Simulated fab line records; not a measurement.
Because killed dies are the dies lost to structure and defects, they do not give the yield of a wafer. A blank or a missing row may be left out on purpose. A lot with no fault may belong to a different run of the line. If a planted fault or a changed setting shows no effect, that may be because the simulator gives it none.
fab line records -- flow nand_harc
[record] lots = 5, wafers = 15, last_day = 22
route steps=1159 shown P_GATE@118
lots that met no fault: taken from a fault-free run of the same line
start_h: start of the lot's first displayed wafer, in hours after the record's first day -- wait_h: hours since the lot's step before -- " the same as in the row above -- L1.1+2: a row that stands for several wafers -- - value missing, or start not given -- * or withheld: withheld -- < > ~ a bound
route shown NAME@n: names a module that has steps shown in the file, with the first one's number in the route -- usual: mean/standard deviation of fault-free wafers -- same: alike in all rows -- chamber/n: place in a boat -- sites: the reading at each site -- _std_site: standard deviation across them -- _edge_site: the outer-site mean with the inner-site mean subtracted -- radius_mm: for every site, how far away it sits from the centre of the wafer -- mask NAME#n: copy n -- behind: the last tool/chamber to shape the wafer -- hold: reason for holding the lot/hours on hold/outcome of the hold -- device: the transistor (n, p or np) that didn't switch -- end of line: tests of these same wafers at the route's end -- for a step that has no rows: nothing shown but its recipe -- killed: the dies lost at the first sort to structure and to defects; this is not the yield of the wafer -- map: a wafer's dies, x killed, . not, _ none there
set.NAME: the setting as run; set.NAME@STEP: as run at that earlier step -- model.NAME: the simulator's own value behind a step, which no gauge read
lots seen at some steps along the route; tables by step, rows by wafer
services: the hour from which a tool's chamber was out of use, counted from the record's first day as start_h (under 0 if before that day), plus the number of hours and why
[[steps]]
[step NHARC_P_GATE_EBR_07]
lot.wafer,tool,chamber,start_h,wait_h
L077.3+4+5,litho_track-05,0,-,-
L079.1+3+4,litho_track-03,0,-,-
L084.4+5+6,litho_track-02,0,-,-
L086.3+4+5,litho_track-05,0,-,-
L091.1+2+5,litho_track-05,0,-,-
[step NHARC_P_GATE_EXPOSE_08]
[recipe] na = 0.6, dose_mj = 16.75, mask_id = P_HV
[same] na = 0.6
lot.wafer,tool,chamber,start_h,wait_h,mask
L077.3+4+5,krf_scanner-04,0,90.65,-,P_HV#0
L079.1+3+4,krf_scanner-04,0,98.83,-,P_HV#0
L084.4+5+6,krf_scanner-03,0,141.76,-,P_HV#0
L086.3+4+5,krf_scanner-01,0,154.91,-,P_HV#0
L091.1+2+5,krf_scanner-01,0,178.75,-,P_HV#0
[step NHARC_P_GATE_PEB_09]
[recipe] peb_temp_c = 118, peb_time_s = 85
[usual] plate_temp_C = 117.97/0.13
lot.wafer,tool,chamber,start_h,wait_h,plate_temp_C
L077.3,litho_track-05,0,90.71,0.1,118.03
L077.4,litho_track-05,0,90.71,0.1,117.68
L077.5,litho_track-05,0,90.71,0.1,117.86
L079.1,litho_track-02,0,98.90,0.1,117.89
L079.3,litho_track-02,0,98.90,0.1,118.06
L079.4,litho_track-02,0,98.90,0.1,118.18
L084.4,litho_track-05,0,141.81,0.0,117.93
L084.5,litho_track-05,0,141.81,0.0,117.98
L084.6,litho_track-05,0,141.81,0.0,118.15
L086.3,litho_track-03,0,154.96,0.1,118.04
L086.4,litho_track-03,0,154.96,0.1,118.06
L086.5,litho_track-03,0,154.96,0.1,117.99
L091.1,litho_track-05,0,178.81,0.1,118.00
L091.2,litho_track-05,0,178.81,0.1,117.90
L091.5,litho_track-05,0,178.81,0.1,118.04
[step NHARC_P_GATE_DEVELOP_10]
[recipe] time_s = 70
lot.wafer,tool,chamber,start_h,wait_h
L077.3+4+5,litho_track-05,0,-,-
L079.1+3+4,litho_track-02,0,-,-
L084.4+5+6,litho_track-05,0,-,-
L086.3+4+5,litho_track-03,0,-,-
L091.1+2+5,litho_track-05,0,-,-
[step NHARC_P_GATE_CD_MEAS_11]
[recipe] target_cd_nm = 1640, landing_energy_ev = 500
[usual] cd_nm = 1639.9/1.3
lot.wafer,tool,chamber,start_h,wait_h,cd_nm
L077.3,cd_sem-02,0,90.80,-,1641.4
L077.4,cd_sem-02,0,90.80,-,1640.1
L077.5,cd_sem-02,0,90.80,-,1640.3
L079.1,cd_sem-02,0,98.99,-,1639.8
L079.3,cd_sem-02,0,98.99,-,1640.9
L079.4,cd_sem-02,0,98.99,-,1641.6
L084.4,cd_sem-03,0,141.91,-,1639.3
L084.5,cd_sem-03,0,141.91,-,1637.8
L084.6,cd_sem-03,0,141.91,-,1638.6
L086.3,cd_sem-01,0,155.06,-,1639.4
L086.4,cd_sem-01,0,155.06,-,1642.0
L086.5,cd_sem-01,0,155.06,-,1640.8
L091.1,cd_sem-01,0,178.90,-,1643.4
L091.2,cd_sem-01,0,178.90,-,1641.0
L091.5,cd_sem-01,0,178.90,-,1639.1
[step NHARC_P_GATE_HARDBAKE_12]
[recipe] temp_c = 125, time_s = 80
[usual] plate_temp_C = 125.00/0.16
lot.wafer,tool,chamber,start_h,wait_h,plate_temp_C
L077.3,litho_track-02,0,90.88,-,124.89
L077.4,litho_track-02,0,90.88,-,125.02
L077.5,litho_track-02,0,90.88,-,125.06
L079.1,litho_track-05,0,99.07,-,124.92
L079.3,litho_track-05,0,99.07,-,125.03
L079.4,litho_track-05,0,99.07,-,124.94
L084.4,litho_track-02,0,141.99,-,125.17
L084.5,litho_track-02,0,141.99,-,125.23
L084.6,litho_track-02,0,141.99,-,125.37
L086.3,litho_track-05,0,155.15,-,125.05
L086.4,litho_track-05,0,155.15,-,124.99
L086.5,litho_track-05,0,155.15,-,125.19
L091.1,litho_track-02,0,178.98,-,124.85
L091.2,litho_track-02,0,178.98,-,124.80
L091.5,litho_track-02,0,178.98,-,124.72
[step NHARC_P_GATE_DESCUM_13]
[recipe] time_s = 3, o2_flow_sccm = 200, ar_flow_sccm = 0, bias_power_w = 0, chemistry = O2
[usual] drypump_motor_current_A = 5.8/0.43, oes_product_au = 1.000/0.0074, rf_vpp_V = 57.8/0.94, showerhead_plenum_p_Torr = 1.92/0.094, throttle_valve_pct = 11.311/0.0089
lot.wafer,tool,chamber,start_h,wait_h,drypump_motor_current_A,oes_product_au,rf_hours_counter_h,rf_vpp_V,showerhead_plenum_p_Torr,throttle_valve_pct
L077.3,rie_diel-01,2,90.97,-,5.6,1.003,22,56.4,1.81,11.304
L077.4,rie_diel-01,0,90.97,-,5.3,1.011,24,58.0,1.97,11.316
L077.5,rie_diel-01,2,90.97,-,5.5,0.999,-,56.6,1.81,11.316
L079.4,rie_diel-04,3,99.15,-,6.0,1.002,53,56.0,2.03,11.303
L079.3,rie_diel-04,1,99.15,-,6.2,0.988,55,57.7,1.78,11.317
L079.1,rie_diel-04,2,99.15,-,5.6,1.001,52,57.5,1.80,11.310
L084.4,rie_diel-03,3,142.07,-,6.4,1.003,33,59.3,2.03,11.301
L084.6,rie_diel-03,2,142.07,-,6.8,1.003,-,57.1,1.92,11.310
L084.5,rie_diel-03,3,142.07,-,6.4,1.002,-,58.3,2.03,11.309
L086.3,rie_diel-04,2,155.24,-,5.6,1.002,13,58.3,1.79,11.307
L086.4,rie_diel-04,3,155.24,-,6.0,1.006,14,56.5,2.03,11.314
L086.5,rie_diel-04,2,155.24,-,5.6,1.000,-,57.4,1.79,11.308
L091.1,rie_diel-04,0,179.07,-,6.0,0.998,22,58.9,1.97,11.309
L091.2,rie_diel-04,1,179.07,-,6.1,0.996,21,56.7,1.78,11.298
L091.5,rie_diel-04,0,179.07,-,6.0,1.008,-,59.1,1.97,11.326
[step NHARC_P_GATE_ETCH_14]
[recipe] target_depth_a = 488, chemistry = dHF, material = SiO2
lot.wafer,tool,chamber,start_h,wait_h
L077.3+5+4,wet_bench-06,"0,2,3",91.11,0.1
L079.4+1+3,wet_bench-02,"6,2,3",99.29,0.1
L084.5+4+6,wet_bench-02,"2,3,4",142.20,0.1
L086.4+3+5,wet_bench-02,"0,1,2",155.37,0.1
L091.2+1+5,wet_bench-02,"2,3,4",179.21,0.1
[step NHARC_P_GATE_STRIP_15]
[recipe] time_s = 780, temp_c = 130, chemistry = SPM
[usual] bath_guard_temp_C = 130.2/0.47
lot.wafer,tool,chamber,start_h,wait_h,bath_guard_temp_C
L077.3,wet_bench-06,0,91.15,0.0,129.8
L077.5,wet_bench-06,2,91.15,0.0,130.0
L077.4,wet_bench-06,3,91.15,0.0,130.3
L079.4,wet_bench-02,6,99.33,0.0,130.9
L079.1,wet_bench-02,2,99.33,0.0,130.1
L079.3,wet_bench-02,3,99.33,0.0,130.7
L084.5,wet_bench-02,2,142.24,0.0,130.2
L084.4,wet_bench-02,3,142.24,0.0,130.9
L084.6,wet_bench-02,4,142.24,0.0,130.2
L086.4,wet_bench-02,0,155.41,0.0,130.5
L086.3,wet_bench-02,1,155.41,0.0,129.8
L086.5,wet_bench-02,2,155.41,0.0,130.3
L091.2,wet_bench-02,2,179.25,0.0,129.9
L091.1,wet_bench-02,3,179.25,0.0,130.3
L091.5,wet_bench-02,4,179.25,0.0,130.2
[step NHARC_P_GATE_PRECLEAN_71]
[recipe] time_s = *, temp_c = 50, bath_age_min = 0, chemistry = SC1
[usual] bath_guard_temp_C = 50.2/0.47
lot.wafer,tool,chamber,start_h,wait_h,bath_guard_temp_C
L077.3,wet_bench-06,0,-,-,50.4
L077.5,wet_bench-06,2,-,-,49.7
L077.4,wet_bench-06,3,-,-,50.0
L079.4,wet_bench-02,6,-,-,50.9
L079.1,wet_bench-02,2,-,-,50.0
L079.3,wet_bench-02,3,-,-,50.6
L084.5,wet_bench-02,2,-,-,49.8
L084.4,wet_bench-02,3,-,-,50.5
L084.6,wet_bench-02,4,-,-,50.7
L086.4,wet_bench-02,0,-,-,50.1
L086.3,wet_bench-02,1,-,-,49.7
L086.5,wet_bench-02,2,-,-,50.0
L091.2,wet_bench-02,2,-,-,49.6
L091.1,wet_bench-02,3,-,-,50.7
L091.5,wet_bench-02,4,-,-,50.1
[step NHARC_P_GATE_SRD_72]
lot.wafer,tool,chamber,start_h,wait_h
L077.3+5+4,wet_bench-06,"0,2,3",-,-
L079.4+1+3,wet_bench-02,"6,2,3",-,-
L084.5+4+6,wet_bench-02,"2,3,4",-,-
L086.4+3+5,wet_bench-02,"0,1,2",-,-
L091.2+1+5,wet_bench-02,"2,3,4",-,-
[step NHARC_P_GATE_OXIDE_16]
[recipe] target_thk_a = 30, temp_c = 875, ox_time_s = 392, material = SiO2
[usual] spike_tc_upper_C = 875.4/1.1
lot.wafer,tool,chamber,start_h,wait_h,spike_tc_upper_C
L077.3,furnace-06,0,96.24,-,876.9
L077.4,furnace-06,0,96.24,-,876.0
L077.5,furnace-06,0,96.24,-,876.4
L079.1,furnace-06,0,102.29,-,877.0
L079.3,furnace-06,0,102.29,-,876.1
L079.4,furnace-06,0,102.29,-,875.2
L084.4,furnace-06,0,145.36,-,876.1
L084.5,furnace-06,0,145.36,-,875.2
L084.6,furnace-06,0,145.36,-,875.0
L086.3,furnace-06,0,158.52,-,874.4
L086.4,furnace-06,0,158.52,-,876.1
L086.5,furnace-06,0,158.52,-,875.4
L091.1,furnace-03,0,185.49,-,874.1
L091.2,furnace-03,0,185.49,-,876.2
L091.5,furnace-03,0,185.49,-,875.1
[step NHARC_P_GATE_CVD_17]
[recipe] target_thk_a = 1500, temp_c = 620, time_s = 900, material = poly-Si
[usual] spike_tc_upper_C = 620.2/1.3
lot.wafer,tool,chamber,start_h,wait_h,spike_tc_upper_C
L077.3,lpcvd_poly-02,0,102.29,2.5,620.8
L077.4,lpcvd_poly-02,0,102.29,2.5,620.2
L077.5,lpcvd_poly-02,0,102.29,2.5,622.6
L079.1,lpcvd_poly-02,0,108.35,2.5,619.9
L079.3,lpcvd_poly-02,0,108.35,2.5,622.4
L079.4,lpcvd_poly-02,0,108.35,2.5,620.6
L084.4,lpcvd_poly-03,0,151.57,2.7,618.6
L084.5,lpcvd_poly-03,0,151.57,2.7,619.5
L084.6,lpcvd_poly-03,0,151.57,2.7,619.4
L086.3,lpcvd_poly-04,0,164.92,2.9,619.6
L086.4,lpcvd_poly-04,0,164.92,2.9,622.3
L086.5,lpcvd_poly-04,0,164.92,2.9,619.4
L091.1,lpcvd_poly-02,0,191.56,2.5,621.7
L091.2,lpcvd_poly-02,0,191.56,2.5,620.2
L091.5,lpcvd_poly-02,0,191.56,2.5,622.1
[step NHARC_P_GATE_HM_DEP_102]
[recipe] target_thk_a = 1200, temp_c = 400, material = aC
[usual] throttle_valve_pct = 35.000/0.0091
lot.wafer,tool,chamber,start_h,wait_h,throttle_valve_pct
L077.3,acl_dep-02,0,108.25,3.7,35.018
L077.4,acl_dep-02,0,108.25,3.7,34.998
L077.5,acl_dep-02,0,108.25,3.7,34.987
L079.1,acl_dep-03,0,111.19,0.6,35.002
L079.3,acl_dep-03,0,111.19,0.6,35.012
L079.4,acl_dep-03,0,111.19,0.6,34.985
L084.4,acl_dep-03,0,154.51,0.7,34.987
L084.5,acl_dep-03,0,154.51,0.7,35.000
L084.6,acl_dep-03,0,154.51,0.7,35.003
L086.3,acl_dep-03,0,168.99,1.8,35.019
L086.4,acl_dep-03,0,168.99,1.8,35.005
L086.5,acl_dep-03,0,168.99,1.8,34.997
L091.1,acl_dep-01,0,194.21,0.4,34.986
L091.2,acl_dep-01,0,194.21,0.4,34.993
L091.5,acl_dep-01,0,194.21,0.4,34.999
[step NHARC_P_GATE_DEP_103]
[recipe] target_thk_a = 300, target_thk_nm = 30, temp_c = 400, flow_sccm = 200, rf_w = 350, material = SiON
[usual] heater_power_w = 745/95
lot.wafer,tool,chamber,start_h,wait_h,heater_power_w,since_wet_clean_h
L077.3,pecvd-03,0,108.77,0.4,796,166
L077.4,pecvd-03,2,108.77,0.4,702,-
L077.5,pecvd-03,0,108.77,0.4,766,-
L079.3,pecvd-02,1,111.96,0.5,799,127
L079.1,pecvd-02,2,111.96,0.5,681,127
L079.4,pecvd-02,1,111.96,0.5,821,-
L084.5,pecvd-03,2,154.94,0.2,789,-
L084.4,pecvd-03,0,154.94,0.2,711,-
L084.6,pecvd-03,1,154.94,0.2,686,-
L086.3,pecvd-02,0,169.52,0.4,933,-
L086.4,pecvd-02,2,169.52,0.4,710,-
L086.5,pecvd-02,0,169.52,0.4,937,-
L091.2,pecvd-03,1,194.87,0.5,695,71
L091.1,pecvd-03,0,194.87,0.5,754,71
L091.5,pecvd-03,0,194.87,0.5,744,-
[step NHARC_P_GATE_DEHYDRATE_18]
[recipe] temp_c = 150, time_s = 120
[usual] plate_temp_C = 150.02/0.13
lot.wafer,tool,chamber,start_h,wait_h,plate_temp_C
L077.3,litho_track-06,0,108.99,0.2,150.06
L077.4,litho_track-06,0,108.99,0.2,149.98
L077.5,litho_track-06,0,108.99,0.2,150.17
L079.1,litho_track-01,0,112.23,0.2,150.11
L079.3,litho_track-01,0,112.23,0.2,150.01
L079.4,litho_track-01,0,112.23,0.2,150.04
L084.4,litho_track-06,0,155.13,0.1,150.03
L084.5,litho_track-06,0,155.13,0.1,149.84
L084.6,litho_track-06,0,155.13,0.1,149.99
L086.3,litho_track-04,0,169.80,0.2,150.10
L086.4,litho_track-04,0,169.80,0.2,150.28
L086.5,litho_track-04,0,169.80,0.2,150.23
L091.1,litho_track-06,0,195.14,0.2,149.84
L091.2,litho_track-06,0,195.14,0.2,149.67
L091.5,litho_track-06,0,195.14,0.2,149.92
[step NHARC_P_GATE_HMDS_19]
[recipe] time_s = 30
lot.wafer,tool,chamber,start_h,wait_h
L077.3+4+5,litho_track-06,0,-,-
L079.1+3+4,litho_track-01,0,-,-
L084.4+5+6,litho_track-06,0,-,-
L086.3+4+5,litho_track-04,0,-,-
L091.1+2+5,litho_track-06,0,-,-
[step NHARC_P_GATE_COAT_20]
[recipe] spin_rpm = 1500, resist_thk_nm = 90
lot.wafer,tool,chamber,start_h,wait_h
L077.3+4+5,litho_track-06,0,-,-
L079.1+3+4,litho_track-01,0,-,-
L084.4+5+6,litho_track-06,0,-,-
L086.3+4+5,litho_track-04,0,-,-
L091.1+2+5,litho_track-06,0,-,-
[step NHARC_P_GATE_SOFTBAKE_21]
[recipe] temp_c = 105, time_s = 55
[usual] plate_temp_C = 105.00/0.13
lot.wafer,tool,chamber,start_h,wait_h,plate_temp_C
L077.3,litho_track-06,0,-,-,105.02
L077.4,litho_track-06,0,-,-,105.02
L077.5,litho_track-06,0,-,-,105.15
L079.1,litho_track-01,0,-,-,104.94
L079.3,litho_track-01,0,-,-,105.08
L079.4,litho_track-01,0,-,-,104.81
L084.4,litho_track-06,0,-,-,104.99
L084.5,litho_track-06,0,-,-,105.10
L084.6,litho_track-06,0,-,-,104.88
L086.3,litho_track-04,0,-,-,104.87
L086.4,litho_track-04,0,-,-,104.82
L086.5,litho_track-04,0,-,-,105.00
L091.1,litho_track-06,0,-,-,104.95
L091.2,litho_track-06,0,-,-,104.77
L091.5,litho_track-06,0,-,-,104.82
[step NHARC_P_GATE_EBR_22]
lot.wafer,tool,chamber,start_h,wait_h
L077.3+4+5,litho_track-06,0,-,-
L079.1+3+4,litho_track-01,0,-,-
L084.4+5+6,litho_track-06,0,-,-
L086.3+4+5,litho_track-04,0,-,-
L091.1+2+5,litho_track-06,0,-,-
[step NHARC_P_GATE_EXPOSE_23]
[recipe] na = 1.35, target_cd_nm = 120, dose_mj = 93.91, mask_id = P_GATE
[same] na = 1.35
lot.wafer,tool,chamber,start_h,wait_h,mask
L077.3+4+5,arfi_scanner-03,0,109.14,-,P_GATE#0
L079.1+3+4,arfi_scanner-01,0,112.50,-,P_GATE#0
L084.4+5+6,arfi_scanner-02,0,155.41,-,P_GATE#0
L086.3+4+5,arfi_scanner-03,0,169.95,-,P_GATE#0
L091.1+2+5,arfi_scanner-01,0,195.41,-,P_GATE#0
[step NHARC_P_GATE_PEB_24]
[recipe] peb_temp_c = 100, peb_time_s = 65
[usual] plate_temp_C = 99.96/0.15
lot.wafer,tool,chamber,start_h,wait_h,plate_temp_C
L077.3,litho_track-06,0,109.19,0.0,100.04
L077.4,litho_track-06,0,109.19,0.0,99.93
L077.5,litho_track-06,0,109.19,0.0,100.03
L079.1,litho_track-01,0,112.57,0.1,100.18
L079.3,litho_track-01,0,112.57,0.1,100.22
L079.4,litho_track-01,0,112.57,0.1,100.38
L084.4,litho_track-06,0,155.46,0.0,100.16
L084.5,litho_track-06,0,155.46,0.0,100.07
L084.6,litho_track-06,0,155.46,0.0,99.84
L086.3,litho_track-04,0,170.00,0.0,100.18
L086.4,litho_track-04,0,170.00,0.0,99.94
L086.5,litho_track-04,0,170.00,0.0,100.13
L091.1,litho_track-04,0,195.47,0.1,100.07
L091.2,litho_track-04,0,195.47,0.1,99.98
L091.5,litho_track-04,0,195.47,0.1,99.87
[step NHARC_P_GATE_DEVELOP_25]
[recipe] develop_time_s = 35, dev_temp_c = 23
lot.wafer,tool,chamber,start_h,wait_h
L077.3+4+5,litho_track-06,0,-,-
L079.1+3+4,litho_track-01,0,-,-
L084.4+5+6,litho_track-06,0,-,-
L086.3+4+5,litho_track-04,0,-,-
L091.1+2+5,litho_track-04,0,-,-
[step NHARC_P_GATE_CD_MEAS_26]
[recipe] target_cd_nm = 120, landing_energy_ev = 500
[usual] cd_nm = 119.9/0.52
lot.wafer,tool,chamber,start_h,wait_h,cd_nm
L077.3,cd_sem-03,0,109.27,-,120.4
L077.4,cd_sem-03,0,109.27,-,120.4
L077.5,cd_sem-03,0,109.27,-,119.8
L079.1,cd_sem-02,0,112.65,-,120.1
L079.3,cd_sem-02,0,112.65,-,121.0
L079.4,cd_sem-02,0,112.65,-,119.3
L084.4,cd_sem-03,0,155.55,-,119.6
L084.5,cd_sem-03,0,155.55,-,120.2
L084.6,cd_sem-03,0,155.55,-,120.2
L086.3,cd_sem-03,0,170.08,-,120.2
L086.4,cd_sem-03,0,170.08,-,120.1
L086.5,cd_sem-03,0,170.08,-,120.2
L091.1,cd_sem-02,0,195.55,-,120.2
L091.2,cd_sem-02,0,195.55,-,120.2
L091.5,cd_sem-02,0,195.55,-,119.8
[[services]]
tool,chamber,start_h,hours,kind
arfi_scanner-01,-,68.42,1.0,repair
krf_scanner-01,-,70.31,0.6,repair
krf_scanner-01,-,84.00,4.0,pm
litho_track-01,-,93.00,7.0,pm
pecvd-03,-,111.00,13.0,pm
rie_diel-04,-,112.24,9.0,pm
krf_scanner-01,-,114.16,1.4,repair
litho_track-06,-,117.00,7.0,pm
arfi_scanner-01,-,125.58,7.2,repair
krf_scanner-04,-,126.00,4.0,pm
pecvd-03,-,128.14,0.6,repair
wet_bench-06,-,129.60,8.0,pm
krf_scanner-01,-,132.95,0.2,repair
krf_scanner-01,-,135.56,1.4,repair
arfi_scanner-03,-,140.00,4.0,pm
litho_track-04,-,141.00,7.0,pm
pecvd-02,1,146.29,48.7,repair
pecvd-02,-,153.00,13.0,pm
litho_track-02,-,165.00,7.0,pm
pecvd-02,-,166.20,3.0,repair
wet_bench-02,-,180.01,8.0,pm
rie_diel-04,-,186.22,1.5,repair
pecvd-03,-,188.72,0.6,repair
rie_diel-04,3,192.49,1.6,repair
[[key]]
fault none
